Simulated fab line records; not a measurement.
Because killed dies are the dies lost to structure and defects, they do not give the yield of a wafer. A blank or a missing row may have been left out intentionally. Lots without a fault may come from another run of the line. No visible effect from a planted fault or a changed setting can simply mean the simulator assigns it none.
A single fault, viewed from 2 desks :: flow n5 finfet :: numbers are kept per desk, each desk with only its own; the story behind them comes last

FOR THE TOOL OWNER'S DESK: ald metal-03
The tool's own readings at N5_HKMG_FIN_ALD_36 (deposits TiN, target thk 1 nm, pulse time 1 s, purge time 3 s): means of the sampled wafers that have a number, for each lot that ran on this tool. If a lot's mean is further than 4 standard deviations from the usual mean, the lot is out of limits and carries the mark OUT (the distance appears in the brackets).
Columns: A = chamber pressure Torr at N5_HKMG_FIN_ALD_36, usual 3.000 Torr; B = heater power outer w at N5_HKMG_FIN_ALD_36, usual 572 W; C = heater power w at N5_HKMG_FIN_ALD_36, usual 938 W; D = precursor pulse height rel at N5_HKMG_FIN_ALD_36, usual 1.001; E = susceptor temp C at N5_HKMG_FIN_ALD_36, usual 400.01 C
lot: L378
first seen here: day 4 04:22
A: 3.007
B: 595
C: 991
D: 1.000
E: 399.87

lot: L385
first seen here: day 5 23:08
A: 2.996
B: 555
C: 987
D: 0.986
E: 399.88

lot: L386
first seen here: day 6 00:22
A: 2.998
B: 607
C: 978
D: 1.010
E: 400.03

lot: L393
first seen here: day 7 20:28
A: 3.001
B: 606
C: 1021
D: 0.983
E: 404.46 (+19) OUT

lot: L395
first seen here: day 8 08:01
A: 3.001
B: 602
C: 1023
D: 1.011
E: 404.42 (+19) OUT
This desk's finding: out of limits on L393, L395; first on L393, day 7 20:28 (susceptor temp C at N5_HKMG_FIN_ALD_36). Within limits: L378, L385, L386.

METROLOGY DESK
What the gauges read for every lot (on any tool): the sampled wafers with a number, averaged. If a lot's mean is further than 4 standard deviations from the usual mean, the lot is out of limits and carries the mark OUT (the distance appears in the brackets). Of its 11 readings 7 are shown: those that lie furthest out on some lot.
Columns: A = NWFM_OVL at N5_HKMG_FIN_OVL_MEAS_13, usual 0.0 nm; B = DIBL_N at N5_BEOL_M4_RC_MEAS_101, usual 36.2 mV/V; C = IOFF_N at N5_BEOL_M4_RC_MEAS_101, usual 0.155 nA/um; D = IOFF_P at N5_BEOL_M4_RC_MEAS_101, usual 0.210 nA/um; E = ION_P at N5_BEOL_M4_RC_MEAS_101, usual 465 uA/um; F = VT_N at N5_BEOL_M4_RC_MEAS_101, usual 249.9 mV; G = VT_P at N5_BEOL_M4_RC_MEAS_101, usual -250 mV
lot: L378
first seen here: day 4 05:34
A: -0.2
B: 36.8
C: 0.163
D: 0.206
E: 464
F: 250.5
G: -251

lot: L382
first seen here: day 5 18:11
A: 0.6
B: 36.7
C: 0.164
D: 0.227
E: 465
F: 249.2
G: -248

lot: L385
first seen here: day 6 00:20
A: 0.5
B: 35.5
C: 0.148
D: 0.188
E: 466
F: 250.3
G: -254

lot: L386
first seen here: day 6 01:32
A: -0.4
B: 35.7
C: 0.159
D: 0.246
E: 475
F: 248.0
G: -245

lot: L389
first seen here: day 6 18:05
A: -0.1
B: 36.4
C: 0.174
D: 0.236
E: 469
F: 248.0
G: -249

lot: L393
first seen here: day 7 21:40
A: 0.4
B: 36.7
C: 0.178
D: 0.269
E: 476
F: 246.4
G: -245

lot: L395
first seen here: day 8 09:04
A: -0.2
B: 37.9
C: 0.158
D: 0.178
E: 458
F: 250.3
G: -254

lot: L400
first seen here: day 9 21:41
A: 0.2
B: 37.0
C: 0.173
D: 0.215
E: 466
F: 247.6
G: -251

lot: L401
first seen here: day 10 00:49
A: -1.2
B: 36.6
C: 0.150
D: 0.182
E: 456
F: 250.8
G: -252
This desk's finding: nothing out of limits on any of the 9 lots.

TAKEN TOGETHER
At day 7 20:28, on L393, L395, the tool owner's desk was in a position to raise an alarm.
Nothing out of limits was seen by the metrology desk.
The metrology desk has L393, L395 on record, within its limits.
N5_HKMG_FIN_ALD_36 was run on ald metal-03 by each of the lots named.

WHAT THE SIMULATOR HAD INSERTED
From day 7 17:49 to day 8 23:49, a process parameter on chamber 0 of ald metal-03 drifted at N5_HKMG_FIN_ALD_36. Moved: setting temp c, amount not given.
Lots struck among those shown: L393, L395.
How many hours passed from the start of the fault until each desk's first out-of-limits reading: the tool owner's desk, 3.
